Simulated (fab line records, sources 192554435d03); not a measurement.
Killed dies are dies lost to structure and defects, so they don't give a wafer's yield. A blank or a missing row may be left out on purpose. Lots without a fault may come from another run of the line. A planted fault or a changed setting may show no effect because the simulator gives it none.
Chamber matching | flow n5_finfet | N5_BEOL_M0_SAQP_ETCH_101 on rie_diel-05: 4 sister chambers
The step etches SiNx in CH3F/O2, target depth 29.9 nm, time 42.7 s. 4 wafers are shown with their chamber, then 10 later ones without.

WAFERS WITH THEIR CHAMBER
wafer  | chamber | showerhead_plenum_p_Torr (Torr)
L083.1 | 0       | 2.06
L083.5 | 2       | 1.97
L090.3 | 1       | 1.93
L090.4 | 3       | 1.92

WAFERS WITHOUT THEIR CHAMBER
wafer  | showerhead_plenum_p_Torr (Torr)
L090.6 | 2.05
L091.1 | 2.05
L091.3 | 1.96
L091.4 | 1.93
L094.1 | 2.05
L094.4 | 1.96
L094.6 | 1.96
L096.2 | 2.05
L096.3 | 1.92
L096.4 | 1.92

WHICH CHAMBER EACH WENT THROUGH
wafer  | from the rows above     | in truth
L090.6 | 0                       | 0
L091.1 | 0                       | 0
L091.3 | 2                       | 2
L091.4 | can't be placed: 1 or 3 | 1
L094.1 | 0                       | 0
L094.4 | 2                       | 2
L094.6 | 2                       | 2
L096.2 | 0                       | 0
L096.3 | can't be placed: 3 or 1 | 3
L096.4 | can't be placed: 3 or 1 | 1
Placed correctly: 7 of 10. Can't be placed from these rows: 3 (the true chamber is among the candidates in 3). Placed wrongly: 0.
How it was worked out, from the rows above alone: a wafer's distance from a chamber is the root of the sum, over the readings, of the square of ((its reading less the chamber's mean) divided by the reading's scatter). The wafer belongs to the nearest chamber; if the next one is less than 2 further off, it can't be placed. A chamber's mean is the mean of its shown wafers. The scatter: with one shown wafer a chamber, the root of the mean of the squares of how far each hidden wafer lies from its nearest shown one.
